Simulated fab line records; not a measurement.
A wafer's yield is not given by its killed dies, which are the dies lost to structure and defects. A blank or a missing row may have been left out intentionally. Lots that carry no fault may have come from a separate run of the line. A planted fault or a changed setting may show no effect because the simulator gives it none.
fab line records	flow n5_finfet
[record] lots = 7	wafers = 39
route steps=1938 shown BEOL_M15@1809 PASSIVATION@1929
start_h: hours from the record's first day to the start of the lot's first wafer shown	wait_h: hours from the lot's prior step to this one	" repeats the value in the row above	L1.1+2: a row that stands for several wafers	- value missing, or start not given	* or withheld: withheld	< > ~ a bound
route shown NAME@n: a module of which the file shows steps, and the number in the route of the first	usual: mean/standard deviation of fault-free wafers	same: alike in all rows	chamber/n: place in a boat	sites: each site's reading	_std_site: the values' standard deviation	_edge_site: outer sites' mean less inner sites'	radius_mm: how far each site lies from the wafer's centre	mask NAME#n: copy n	behind: the tool/chamber that last shaped the wafer	hold: why the lot went on hold/how many hours it stayed there/how the hold came to an end	device: the transistor (n, p or np) that didn't switch	end of line: tests of these same wafers at the route's end	for a step that has no rows: nothing shown but its recipe	killed: not the wafer's yield, but the dies lost to structure and defects at the first sort	map: per-die view of a wafer (x killed, . not killed, _ where there is no die)
set.NAME: the setting the step ran with; set.NAME@STEP: the setting that earlier step ran with	model.NAME: the simulator's own value behind a step, which no gauge read
lots run with intentionally changed settings; tables by step, rows by wafer
[[steps]]
[step N5_BEOL_M15_TRENCH_ETCH_34]
[recipe] chemistry = C4F8/O2/Ar	target = SiO2	target_depth_a = 8729.3	he_inner_torr = 15	he_outer_torr = 30	time_s = 199	ion_energy_ev = 800	pressure_mtorr = 20	source_w = 1905	bias_w = 2040	Ar_flow_sccm = 400	C4F8_flow_sccm = 16	O2_flow_sccm = 12
lot.wafer	tool	chamber	start_h	wait_h	set.time_s	model.etch.depth_nm	model.coat_of_BEOL_M15_COAT_22.thk_nm
L076.1	rie_diel-03	3	263.07	0.0	199	871.1	540
L076.2	"	1	"	"	236.7	1027	511.6
L076.3	"	0	"	"	199	890.4	539
L076.4	"	2	"	"	199	904.6	534
L076.5	"	2	"	"	236.7	1065	503.4
L076.6	"	1	"	"	236.7	1014	513.4
L078.1	rie_diel-03	1	277.11	0.0	199	856	546
L078.2	"	0	"	"	199	885.4	538.4
L078.3	"	2	"	"	124.6	563.8	601
L078.4	"	3	"	"	124.6	546.4	608.2
L078.5	"	3	"	"	124.6	543.7	606.2
L078.6	"	2	"	"	199	892.8	539.2
L084.1	rie_diel-03	0	318.09	0.0	199	893.7	534.6
L084.2	"	1	"	"	199	861	544.8
L084.6	"	0	"	"	199	889.4	539
L087.1	rie_diel-01	3	334.99	0.0	199	840.7	551.4
L087.2	"	0	"	"	199	886.5	541.8
L087.3	"	2	"	"	199	884.7	543.2
L087.4	"	1	"	"	199	864	554.2
L087.5	"	0	"	"	199	888.7	540.2
L087.6	"	1	"	"	199	869.1	547
L093.1	rie_diel-01	2	366.96	0.0	199	888.4	538
L093.2	"	0	"	"	114.4	511.3	615
L093.3	"	3	"	"	114.4	482.2	623.4
L093.4	"	0	"	"	199	890.3	536.8
L093.5	"	2	"	"	199	890.9	537.2
L093.6	"	3	"	"	114.4	484.3	622.6
L097.1	rie_diel-06	3	405.43	0.0	199	870.8	547.6
L097.2	"	1	"	"	135.6	595.4	601.2
L097.3	"	2	"	"	199	878.5	545.8
L097.4	"	0	"	"	135.6	579.8	607.8
L097.5	"	1	"	"	135.6	595.2	600.2
L097.6	"	2	"	"	199	878.8	543.2
L096.1	rie_diel-03	2	415.74	0.0	94.9	427.1	631.2
L096.2	"	0	"	"	94.9	422.8	631.4
L096.3	"	1	"	"	199	866.7	543.8
L096.4	"	3	"	"	199	886.6	537.6
L096.5	"	0	"	"	94.9	424.1	631.2
L096.6	"	1	"	"	199	879.7	541
[step N5_BEOL_M15_STRIP_36]
[recipe] chemistry = O2	power_w = 600	temp_c = 60	pressure_mtorr = 30	rf_frequency_hz = 6e+07	bias_power_w = 0	overash_fraction = 0.3	o2_flow_sccm = 225
[step N5_BEOL_M15_ECD_47]
[recipe] material = Cu	target_thk_a = 18600
[step N5_BEOL_M15_ANNEAL_48]
[recipe] temp_c = 225	time_s = 90	ambient = N2
[step N5_BEOL_M15_CMP_49]
[recipe] stop_on = SiO2	t_overpolish_s = 4.9	down_force_psi = 2	platen_rpm = 80	clearing_platen_down_force_psi = 2	clearing_platen_rpm = 80	post_cmp_clean = cu_alkaline	target_thk_nm = 850	clearing_platen_pad_velocity_m_s = 1.5917	pad_velocity_m_s = 1.5917
lot.wafer	tool	chamber	start_h	wait_h	set.time_s@BEOL_M15_TRENCH_ETCH_34	model.Cu_of_BEOL_M15_ECD_47.thk_nm
L076.1	cmp-04	2	268.86	0.3	199	848.8
L076.3	"	3	"	"	199	867.8
L076.2	"	0	"	"	236.7	1005
L076.4	"	1	"	"	199	882
L076.5	"	2	"	"	236.7	1043
L076.6	"	3	"	"	236.7	990.2
L078.1	cmp-04	0	279.88	0.3	199	834.8
L078.4	"	1	"	"	124.6	524.8
L078.2	"	2	"	"	199	863
L078.3	"	3	"	"	124.6	541.4
L078.5	"	0	"	"	124.6	522.4
L078.6	"	1	"	"	199	870.8
L084.1	cmp-01	0	322.41	0.3	199	867.2
L084.2	"	2	"	"	199	834.2
L084.6	"	0	"	"	199	863.2
L087.4	cmp-01	2	340.87	0.1	199	840
L087.1	"	3	"	"	199	816.4
L087.2	"	0	"	"	199	864
L087.3	"	1	"	"	199	862
L087.6	"	2	"	"	199	845.2
L087.5	"	3	"	"	199	865.6
L093.1	cmp-04	1	371.98	0.3	199	865.4
L093.4	"	2	"	"	199	867.8
L093.2	"	3	"	"	114.4	488.4
L093.3	"	0	"	"	114.4	460.4
L093.5	"	1	"	"	199	868.8
L093.6	"	2	"	"	114.4	461.2
L097.4	cmp-03	1	407.63	0.1	135.6	558.6
L097.3	"	2	"	"	199	855.6
L097.2	"	3	"	"	135.6	573.2
L097.1	"	0	"	"	199	849.8
L097.5	"	1	"	"	135.6	572.4
L097.6	"	2	"	"	199	856.4
L096.4	cmp-01	3	420.06	0.1	199	863.8
L096.1	"	0	"	"	94.9	404
L096.3	"	1	"	"	199	845.2
L096.2	"	2	"	"	94.9	398.8
L096.6	"	3	"	"	199	856.6
L096.5	"	0	"	"	94.9	401
[step N5_BEOL_M15_THK_MEAS_50]
[recipe] thk_meas_gauge = xrf	reads = Cu_of_BEOL_M15_ECD_47
[usual] M15_THK = 869/24
lot.wafer	tool	chamber	start_h	wait_h	set.time_s@BEOL_M15_TRENCH_ETCH_34	M15_THK[nm]
L076.1	film_metro-01	-	269.15	-	199	877
L076.2	"	-	"	"	236.7	1036
L076.3	"	-	"	"	199	899
L076.4	"	-	"	"	199	912
L076.5	"	-	"	"	236.7	1082
L076.6	"	-	"	"	236.7	1025
L078.1	film_metro-01	-	280.18	-	199	853
L078.2	"	-	"	"	199	882
L078.3	"	-	"	"	124.6	555
L078.4	"	-	"	"	124.6	537
L078.5	"	-	"	"	124.6	530
L078.6	"	-	"	"	199	891
L084.1	film_metro-01	-	322.67	-	199	886
L084.2	"	-	"	"	199	859
L084.6	"	-	"	"	199	886
L087.1	film_metro-02	-	341.17	-	199	814
L087.2	"	-	"	"	199	859
L087.3	"	-	"	"	199	856
L087.4	"	-	"	"	199	837
L087.5	"	-	"	"	199	861
L087.6	"	-	"	"	199	841
L093.1	film_metro-01	-	372.27	-	199	887
L093.2	"	-	"	"	114.4	498
L093.3	"	-	"	"	114.4	472
L093.4	"	-	"	"	199	888
L093.5	"	-	"	"	199	891
L093.6	"	-	"	"	114.4	472
L097.1	film_metro-02	-	407.92	-	199	842
L097.2	"	-	"	"	135.6	568
L097.3	"	-	"	"	199	848
L097.4	"	-	"	"	135.6	555
L097.5	"	-	"	"	135.6	568
L097.6	"	-	"	"	199	850
L096.1	film_metro-01	-	420.36	-	94.9	410
L096.2	"	-	"	"	94.9	405
L096.3	"	-	"	"	199	862
L096.4	"	-	"	"	199	882
L096.5	"	-	"	"	94.9	408
L096.6	"	-	"	"	199	872
[step N5_BEOL_M15_PRE_CLEAN_52]
[recipe] gas = NH3	time_s = 15	temp_c = withheld	rf_power_w = 300
[step N5_BEOL_M15_DEP_53]
[recipe] material = SiCN	target_thk_a = 500	temp_c = withheld	precursor = 3MS/NH3	pressure_torr = 3	rf_w = 675	time_s = 17.8
[step N5_BEOL_M15_RS_MEAS_54]
[recipe] thk_meas_gauge = four-point-probe	reads = Cu_of_BEOL_M15_ECD_47+Ta_of_BEOL_M15_SPUTTER_44+TaN_of_BEOL_M15_SPUTTER_43
[usual] M15_RS = 0.0215/0.00048
lot.wafer	tool	chamber	start_h	wait_h	set.time_s@BEOL_M15_TRENCH_ETCH_34	M15_RS[ohm/sq]
L076.1	film_metro-02	-	269.28	0.0	199	0.0216
L076.2	"	-	"	"	236.7	0.0182
L076.3	"	-	"	"	199	0.0211
L076.4	"	-	"	"	199	0.0208
L076.5	"	-	"	"	236.7	0.0175
L076.6	"	-	"	"	236.7	0.0185
L078.1	film_metro-02	-	280.31	0.0	199	0.0219
L078.2	"	-	"	"	199	0.0212
L078.3	"	-	"	"	124.6	0.0341
L078.4	"	-	"	"	124.6	0.0353
L078.5	"	-	"	"	124.6	0.0355
L078.6	"	-	"	"	199	0.0211
L084.1	film_metro-02	-	322.80	0.0	199	0.0211
L084.2	"	-	"	"	199	0.0220
L084.6	"	-	"	"	199	0.0213
L087.1	film_metro-01	-	341.33	0.1	199	0.0225
L087.2	"	-	"	"	199	0.0213
L087.3	"	-	"	"	199	0.0213
L087.4	"	-	"	"	199	0.0218
L087.5	"	-	"	"	199	0.0212
L087.6	"	-	"	"	199	0.0218
L093.1	film_metro-01	-	372.40	0.0	199	0.0212
L093.2	"	-	"	"	114.4	0.0380
L093.3	"	-	"	"	114.4	0.0404
L093.4	"	-	"	"	199	0.0211
L093.5	"	-	"	"	199	0.0211
L093.6	"	-	"	"	114.4	0.0404
L097.1	film_metro-01	-	408.05	0.0	199	0.0216
L097.2	"	-	"	"	135.6	0.0322
L097.3	"	-	"	"	199	0.0214
L097.4	"	-	"	"	135.6	0.0330
L097.5	"	-	"	"	135.6	0.0323
L097.6	"	-	"	"	199	0.0214
L096.1	film_metro-01	-	420.49	0.0	94.9	0.0463
L096.2	"	-	"	"	94.9	0.0469
L096.3	"	-	"	"	199	0.0217
L096.4	"	-	"	"	199	0.0212
L096.5	"	-	"	"	94.9	0.0466
L096.6	"	-	"	"	199	0.0214
[step N5_PASSIVATION_PASS_ETCH_47]
[recipe] chemistry = CF4/O2	target = SiNx	target_depth_a = 7700	time_s = 385	ion_energy_ev = 100	pressure_mtorr = 40	source_w = 535	bias_w = 49	Ar_flow_sccm = 100	cf4_flow_sccm = 100	O2_flow_sccm = 10
lot.wafer	tool	chamber	start_h	wait_h	set.time_s	model.etch.depth_nm
L076.1	rie_diel-02	1	279.05	0.0	270.1	543.7
L076.2	"	2	"	"	270.1	541.5
L076.3	"	3	"	"	385	769.6
L076.4	"	0	"	"	385	757.7
L076.5	"	3	"	"	385	767.1
L076.6	"	0	"	"	270.1	528.1
L078.1	rie_diel-02	3	302.02	0.0	491.7	974.4
L078.2	"	0	"	"	491.7	963.4
L078.3	"	2	"	"	385	762.6
L078.4	"	1	"	"	385	762
L078.5	"	3	"	"	491.7	979.3
L078.6	"	2	"	"	385	760.4
L084.1	rie_diel-04	1	334.12	0.0	385	783
L084.2	"	0	"	"	385	775.8
L084.6	"	1	"	"	385	785.5
L087.1	rie_diel-04	2	352.36	0.0	385	808.8
L087.2	"	0	"	"	385	773.8
L087.3	"	1	"	"	385	789.8
L087.4	"	0	"	"	385	778.2
L087.5	"	1	"	"	385	782.5
L087.6	"	2	"	"	385	802.1
L093.1	rie_diel-05	0	382.72	0.0	502.5	1005
L093.2	"	2	"	"	385	773.1
L093.3	"	3	"	"	502.5	996.6
L093.4	"	1	"	"	385	776.6
L093.5	"	2	"	"	385	773.7
L093.6	"	3	"	"	502.5	1013
L097.1	rie_diel-05	2	426.52	0.0	592	1208
L097.2	"	0	"	"	385	783.8
L097.3	"	3	"	"	385	766.3
L097.4	"	1	"	"	385	778.7
L097.5	"	3	"	"	592	1197
L097.6	"	0	"	"	592	1201
L096.1	rie_diel-05	3	435.24	0.0	385	766.1
L096.2	"	2	"	"	385	769.7
L096.3	"	0	"	"	385	778.9
L096.4	"	1	"	"	385	778.4
L096.5	"	3	"	"	385	761.6
L096.6	"	0	"	"	385	775
[[key]]
[split] step = N5_BEOL_M15_TRENCH_ETCH_34	setting = time_s	stated = 199	by = wafer
[response] step = N5_BEOL_M15_TRENCH_ETCH_34	reading = model.etch.depth_nm	change = +8.84	per = 1%	r = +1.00
[response] step = N5_BEOL_M15_TRENCH_ETCH_34	reading = model.coat_of_BEOL_M15_COAT_22.thk_nm	change = -1.78	per = 1%	r = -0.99
[response] step = N5_BEOL_M15_CMP_49	reading = model.Cu_of_BEOL_M15_ECD_47.thk_nm	change = +8.85	per = 1%	r = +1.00
[response] step = N5_BEOL_M15_THK_MEAS_50	reading = M15_THK	change = +9.03	per = 1%	r = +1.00
[response] step = N5_BEOL_M15_RS_MEAS_54	reading = M15_RS	change = -0.000413	per = 1%	r = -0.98
[split] step = N5_PASSIVATION_PASS_ETCH_47	setting = time_s	stated = 385	by = wafer
[response] step = N5_PASSIVATION_PASS_ETCH_47	reading = model.etch.depth_nm	change = +7.76	per = 1%	r = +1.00
